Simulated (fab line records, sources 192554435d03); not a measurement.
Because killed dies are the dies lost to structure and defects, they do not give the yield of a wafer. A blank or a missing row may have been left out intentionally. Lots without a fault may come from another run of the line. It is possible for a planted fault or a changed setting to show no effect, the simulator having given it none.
fab line records | flow n5_finfet | part 2 of 2: steps 16 to 21 of 21
[record] lots = 5 | wafers = 15 | last_day = 17
route steps=1938 shown FIN_SAQP@123
lots that met no fault: from a run of the same line without faults
start_h: hours from the record's opening day to when the first of the lot's shown wafers began | wait_h: hours since the lot's step before | " same as the row above | L1.1+2: one row covering several wafers at once | - either no value or no given start | * or withheld: withheld | < > ~ a bound
route shown NAME@n: names a module that has steps shown in the file, with the first one's number in the route | usual: mean/standard deviation taken from wafers without a fault | same: alike in all rows | chamber/n: place in a boat | sites: the reading at each site | _std_site: the values' standard deviation | _edge_site: the outer-site mean with the inner-site mean subtracted | radius_mm: for every site, how far away it sits from the centre of the wafer | mask NAME#n: copy n | behind: the tool/chamber that last shaped the wafer | hold: what put the lot on hold/how long, in hours/how the hold closed | device: which transistor (n, p or np) failed to switch | end of line: tests run on the same wafers once the route is complete | step lacking rows: just its recipe | killed: count of dies lost to structure and defects at first sort (not the wafer's yield) | map: a wafer's dies, marking killed ones x, the rest . and places with no die _
set.NAME: setting as actually run; set.NAME@STEP: the setting as run at that earlier step | model.NAME: the simulator's own value behind a step, which no gauge read
lots seen at some steps along the route; tables by step, rows by wafer
services: from which hour (start_h, from the record's first day; less than 0 if before it) a tool's chamber was out of use, for how many hours, and why
[[steps]]
[step N5_FIN_SAQP_SPACER2_ALD_28]
[recipe] material = SiO2 | target_thk_a = 81 | temp_c = 300 | ald_precursor_family = BDEAS | ald_co_reactant = O2-plasma | pulse_time_s = 1 | purge_time_s = 2 | co_reactant_purge_time_s = 2 | pressure_torr = 2
[usual] heater_power_outer_w = 258/37 | heater_power_w = 458/53 | precursor_pulse_height_rel = 1.001/0.021
[same] purge_time_s = 2
lot.wafer | tool       | chamber | start_h | wait_h | heater_power_outer_w | heater_power_w | precursor_pulse_height_rel
L076.2    | ald_sin-03 | 2       | 43.38   | 0.1    | 246                  | 466            | 0.997
L076.3    | "          | 3       | "       | "      | 239                  | 396            | 0.955
L076.4    | "          | 1       | "       | "      | 265                  | 468            | 1.033
L085.1    | ald_sin-01 | 2       | 93.43   | 1.2    | 245                  | 442            | 0.991
L085.2    | "          | 1       | "       | "      | 218                  | 468            | 0.999
L085.4    | "          | 3       | "       | "      | 265                  | 426            | 0.997
L087.1    | ald_sin-03 | 2       | 103.61  | 0.1    | 243                  | 461            | 0.996
L087.2    | "          | 3       | "       | "      | 238                  | 409            | 1.011
L087.3    | "          | 0       | "       | "      | 240                  | 433            | 1.005
L091.2    | ald_sin-04 | 2       | 127.92  | 0.1    | 339                  | 578            | 0.989
L091.4    | "          | 0       | "       | "      | 215                  | 396            | 1.014
L091.5    | "          | 1       | "       | "      | 263                  | 489            | 1.011
L093.2    | ald_sin-04 | 0       | 141.40  | 0.1    | 217                  | 391            | 1.015
L093.4    | "          | 2       | "       | "      | 335                  | 587            | 1.018
L093.6    | "          | 2       | "       | "      | 344                  | 565            | 0.999
[step N5_FIN_SAQP_SPACER2_ETCHBACK_29]
[recipe] chemistry = CHF3/O2 | mode = anisotropic_etchback | target = SiO2 | target_depth_a = 122 | time_s = 6.1 | pressure_mtorr = 30 | source_w = 650 | bias_w = 170 | Ar_flow_sccm = 200 | CHF3_flow_sccm = 50 | O2_flow_sccm = 5 | ion_energy_ev = 200
[usual] drypump_motor_current_A = 5.6/0.41 | oes_product_au = 0.75/0.071 | rf_vpp_V = 524/13 | showerhead_plenum_p_Torr = 2.42/0.065 | throttle_valve_pct = 18.94/0.22
lot.wafer | tool        | chamber | start_h | wait_h | drypump_motor_current_A | oes_product_au | rf_hours_counter_h | rf_vpp_V | showerhead_plenum_p_Torr | throttle_valve_pct
L076.2    | rie_diel-04 | 0       | 43.71   | 0.2    | 5.8                     | 0.72           | 162                | 508      | 2.49                     | 18.71
L076.3    | "           | 1       | "       | "      | 5.7                     | 0.80           | 128                | 524      | 2.44                     | 19.07
L076.4    | "           | 1       | "       | "      | 5.7                     | 0.80           | -                  | 525      | 2.44                     | 19.08
L085.1    | rie_diel-02 | 1       | 93.96   | 0.4    | 5.5                     | 0.71           | 215                | 526      | 2.39                     | 19.18
L085.2    | "           | 3       | "       | "      | 5.7                     | 0.70           | 234                | 517      | 2.37                     | 18.95
L085.4    | "           | 2       | "       | "      | 5.3                     | 0.79           | 89                 | 517      | 2.52                     | 18.58
L087.1    | rie_diel-03 | 3       | 103.94  | 0.2    | 4.8                     | 0.69           | 241                | 545      | 2.28                     | 19.10
L087.2    | "           | 2       | "       | "      | 5.3                     | 0.76           | 157                | 528      | 2.32                     | 19.17
L087.3    | "           | 0       | "       | "      | 5.0                     | 0.91           | 15                 | 534      | 2.45                     | 18.77
L091.2    | rie_diel-02 | 1       | 128.25  | 0.2    | 5.5                     | 0.69           | 227                | 528      | 2.39                     | 19.19
L091.4    | "           | 3       | "       | "      | 5.7                     | 0.69           | 246                | 517      | 2.37                     | 18.97
L091.5    | "           | 3       | "       | "      | 5.7                     | 0.68           | -                  | 516      | 2.37                     | 18.97
L093.2    | rie_diel-02 | 0       | 141.73  | 0.2    | 6.4                     | 0.83           | 64                 | 510      | 2.44                     | 19.11
L093.4    | "           | 0       | "       | "      | 6.4                     | 0.84           | -                  | 510      | 2.44                     | 19.09
L093.6    | "           | 1       | "       | "      | 5.5                     | 0.69           | -                  | 527      | 2.39                     | 19.21
[step N5_FIN_SAQP_MANDREL2_REMOVE_60]
[recipe] chemistry = HBr/Cl2/O2 | bt_time_s = 10 | target = a-Si | stop_on = SiNx | endpoint = OES-SiCl | over_etch_frac = 1 | icp_w = 600 | bias_w = 22 | HBr_flow_sccm = 150 | Cl2_flow_sccm = 80 | O2_flow_sccm = 5 | pressure_mtorr = 10
[usual] drypump_motor_current_A = 5.7/0.49 | oes_product_au = 1.009/0.015 | throttle_valve_pct = 36.8/0.54
lot.wafer | tool      | chamber | start_h | wait_h | drypump_motor_current_A | oes_product_au | rf_hours_counter_h | throttle_valve_pct
L076.2    | rie_si-01 | 1       | 43.80   | 0.1    | 4.6                     | 1.016          | 177                | 36.8
L076.3    | "         | 3       | "       | "      | 5.6                     | 0.991          | 82                 | 37.4
L076.4    | "         | 0       | "       | "      | 5.6                     | 1.001          | 6                  | 36.7
L085.1    | rie_si-04 | 0       | 94.04   | 0.1    | 5.1                     | 1.007          | 125                | 37.0
L085.2    | "         | 3       | "       | "      | 5.8                     | 0.991          | 106                | 37.5
L085.4    | "         | 1       | "       | "      | 5.5                     | 1.040          | 119                | 36.5
L087.1    | rie_si-01 | 0       | 104.02  | 0.1    | 5.6                     | 0.999          | 7                  | 36.6
L087.2    | "         | 2       | "       | "      | 6.4                     | 1.005          | 33                 | 35.6
L087.3    | "         | 3       | "       | "      | 5.6                     | 0.998          | 83                 | 37.4
L091.2    | rie_si-03 | 2       | 128.33  | 0.1    | 5.7                     | 1.006          | 172                | 37.1
L091.4    | "         | 1       | "       | "      | 5.5                     | 0.988          | 36                 | 36.2
L091.5    | "         | 0       | "       | "      | 5.5                     | 1.023          | -                  | 36.1
L093.2    | rie_si-04 | 1       | 141.81  | 0.1    | 5.5                     | 1.027          | 120                | 36.4
L093.4    | "         | 0       | "       | "      | 5.1                     | 0.998          | 125                | 37.0
L093.6    | "         | 3       | "       | "      | 5.8                     | 0.995          | -                  | 37.5
[step N5_FIN_SAQP_CD_MEAS_31]
[recipe] target_cd_nm = 8 | landing_energy_ev = 1000 | detector = se_inlens | polarity = line
[usual] cd_nm = 8.08/0.2
lot.wafer | tool      | chamber | start_h | wait_h | cd_nm
L076.2    | cd_sem-03 | 0       | 43.91   | 0.1    | 8.20
L076.3    | "         | 0       | "       | "      | 7.86
L076.4    | "         | 0       | "       | "      | 8.08
L085.1    | cd_sem-01 | 0       | 94.15   | 0.1    | 8.09
L085.2    | "         | 0       | "       | "      | 8.14
L085.4    | "         | 0       | "       | "      | 8.08
L087.1    | cd_sem-03 | 0       | 104.13  | 0.1    | 7.67
L087.2    | "         | 0       | "       | "      | 7.76
L087.3    | "         | 0       | "       | "      | 8.12
L091.2    | cd_sem-01 | 0       | 128.45  | 0.1    | 7.98
L091.4    | "         | 0       | "       | "      | 8.07
L091.5    | "         | 0       | "       | "      | 8.34
L093.2    | cd_sem-03 | 0       | 141.92  | 0.1    | 8.12
L093.4    | "         | 0       | "       | "      | 7.98
L093.6    | "         | 0       | "       | "      | 8.19
[step N5_FIN_SAQP_HM_OPEN_33]
[recipe] chemistry = CH3F/O2 | target = SiNx | mask_material = SiO2 | target_depth_a = 494 | time_s = 70.6 | pressure_mtorr = 30 | source_w = 395 | bias_w = 73 | Ar_flow_sccm = 150 | CH3F_flow_sccm = 30 | O2_flow_sccm = 20 | ion_energy_ev = 120 | ends = cleared
[usual] drypump_motor_current_A = 5.6/0.42 | etch_rf_on_time_s = 69.6/2.4 | oes_product_au = 0.65/0.07 | rf_vpp_V = 297/6.6 | showerhead_plenum_p_Torr = 2.00/0.057 | throttle_valve_pct = 16.39/0.21
lot.wafer | tool        | chamber | start_h | wait_h | drypump_motor_current_A | etch_rf_on_time_s | oes_product_au | rf_hours_counter_h | rf_vpp_V | showerhead_plenum_p_Torr | throttle_valve_pct
L076.2    | rie_diel-02 | 2       | 44.11   | 0.2    | 5.2                     | 68.1              | 0.70           | 71                 | 293      | 2.11                     | 16.01
L076.3    | "           | 0       | "       | "      | 6.3                     | 68.8              | 0.76           | 34                 | 291      | 2.04                     | 16.46
L076.4    | "           | 1       | "       | "      | 5.5                     | 72.3              | 0.61           | 198                | 300      | 1.99                     | 16.63
L085.1    | rie_diel-02 | 1       | 94.20   | 0.0    | 5.5                     | 71.0              | 0.60           | 215                | 300      | 1.99                     | 16.67
L085.2    | "           | 2       | "       | "      | 5.2                     | 69.2              | 0.68           | 90                 | 294      | 2.10                     | 16.07
L085.4    | "           | 3       | "       | "      | 5.7                     | 69.5              | 0.60           | 235                | 293      | 1.97                     | 16.45
L087.1    | rie_diel-03 | 0       | 104.18  | 0.0    | 5.0                     | 65.9              | 0.78           | 15                 | 303      | 2.03                     | 16.15
L087.2    | "           | 1       | "       | "      | 5.8                     | 74.7              | 0.59           | 195                | 293      | 1.98                     | 16.15
L087.3    | "           | 3       | "       | "      | 4.9                     | 69.5              | 0.58           | 241                | 311      | 1.89                     | 16.57
L091.2    | rie_diel-04 | 2       | 128.49  | 0.0    | 6.2                     | 69.3              | 0.57           | 251                | 290      | 1.89                     | 16.58
L091.4    | "           | 1       | "       | "      | 5.7                     | 67.2              | 0.66           | -                  | 298      | 2.01                     | 16.56
L091.5    | "           | 0       | "       | "      | 5.8                     | 71.8              | 0.59           | -                  | 289      | 2.06                     | 16.24
L093.2    | rie_diel-03 | 1       | 142.00  | 0.1    | 5.8                     | 74.0              | 0.58           | 208                | 294      | 1.98                     | 16.18
L093.4    | "           | 1       | "       | "      | 5.8                     | 74.1              | 0.58           | -                  | 293      | 1.98                     | 16.18
L093.6    | "           | 0       | "       | "      | 5.0                     | 68.5              | 0.75           | -                  | 304      | 2.03                     | 16.18
[step N5_FIN_SAQP_ETCH_34]
[recipe] chemistry = C4F6/O2 | target = SiO2 | target_depth_a = 450 | time_s = 15 | ion_energy_ev = 250 | pressure_mtorr = 30 | source_w = 345 | bias_w = 185 | Ar_flow_sccm = 300 | C4F6_flow_sccm = 10 | O2_flow_sccm = 10 | ends = cleared
[usual] drypump_motor_current_A = 5.6/0.42 | etch_rf_on_time_s = 15.1/0.47 | oes_product_au = 0.65/0.07 | rf_vpp_V = 665/15 | showerhead_plenum_p_Torr = 2.85/0.077 | throttle_valve_pct = 21.08/0.23
lot.wafer | tool        | chamber | start_h | wait_h | drypump_motor_current_A | etch_rf_on_time_s | oes_product_au | rf_hours_counter_h | rf_vpp_V | showerhead_plenum_p_Torr | throttle_valve_pct
L076.2    | rie_diel-02 | 2       | 44.18   | 0.0    | 5.3                     | 14.9              | 0.71           | 71                 | 655      | 2.98                     | 20.72
L076.3    | "           | 0       | "       | "      | 6.3                     | 14.8              | 0.76           | 34                 | 648      | 2.90                     | 21.27
L076.4    | "           | 1       | "       | "      | 5.5                     | 15.4              | 0.61           | 198                | 670      | 2.84                     | 21.34
L085.1    | rie_diel-02 | 1       | 94.27   | 0.0    | 5.4                     | 15.2              | 0.61           | 215                | 670      | 2.83                     | 21.36
L085.2    | "           | 2       | "       | "      | 5.2                     | 14.7              | 0.69           | 90                 | 657      | 2.97                     | 20.75
L085.4    | "           | 3       | "       | "      | 5.7                     | 15.1              | 0.59           | 235                | 658      | 2.80                     | 21.05
L087.1    | rie_diel-03 | 0       | 104.25  | 0.0    | 5.0                     | 14.7              | 0.77           | 15                 | 678      | 2.89                     | 20.94
L087.2    | "           | 1       | "       | "      | 5.8                     | 16.4              | 0.59           | 195                | 660      | 2.82                     | 20.78
L087.3    | "           | 3       | "       | "      | 4.8                     | 15.1              | 0.59           | 241                | 693      | 2.70                     | 21.28
L091.2    | rie_diel-04 | 2       | 128.56  | 0.0    | 6.2                     | 15.3              | 0.58           | 251                | 651      | 2.70                     | 21.23
L091.4    | "           | 1       | "       | "      | 5.7                     | 14.6              | 0.67           | -                  | 664      | 2.87                     | 21.31
L091.5    | "           | 0       | "       | "      | 5.8                     | 15.4              | 0.60           | -                  | 643      | 2.93                     | 20.87
L093.2    | rie_diel-03 | 1       | 142.07  | 0.0    | 5.8                     | 16.1              | 0.59           | 208                | 660      | 2.81                     | 20.80
L093.4    | "           | 1       | "       | "      | 5.8                     | 16.4              | 0.59           | -                  | 660      | 2.81                     | 20.80
L093.6    | "           | 0       | "       | "      | 5.0                     | 14.8              | 0.75           | -                  | 675      | 2.88                     | 20.96
[[services]]
tool          | chamber | start_h | hours | kind
rie_si-03     | 0       | 24.91   | 2.5   | repair
rie_si-01     | -       | 26.86   | 0.3   | repair
ald_sin-03    | 0       | 28.16   | 12.2  | repair
rie_diel-03   | 0       | 40.31   | -     | clean
rie_diel-03   | 0       | 40.31   | -     | consumable_replace:focus_ring
rie_diel-04   | 3       | 41.59   | 1.3   | repair
rie_diel-03   | 3       | 45.61   | 4.3   | repair
rie_diel-02   | 1       | 52.92   | 1.5   | repair
rie_diel-04   | 0       | 57.66   | 4.1   | repair
rie_si-03     | 3       | 65.05   | 3.2   | repair
ald_sin-03    | 2       | 71.74   | 6.7   | repair
rie_diel-02   | 0       | 73.23   | 5.6   | repair
ald_sin-03    | 3       | 77.20   | 4.8   | repair
rie_si-03     | -       | 77.39   | 0.4   | repair
vapor_etch-02 | -       | 81.30   | 15.6  | pm
rie_diel-02   | 0       | 82.78   | 5.5   | repair
ald_sin-04    | -       | 86.50   | 14.0  | pm
rie_diel-04   | 0       | 98.94   | 4.2   | repair
ald_sin-03    | 1       | 118.42  | 19.7  | repair
rie_si-01     | 0       | 122.45  | 26.4  | repair
ald_sin-03    | -       | 125.02  | 0.2   | repair
rie_si-04     | -       | 125.19  | 14.6  | pm
vapor_etch-01 | -       | 139.94  | 2.8   | pm
rie_si-03     | 3       | 140.43  | 4.8   | repair
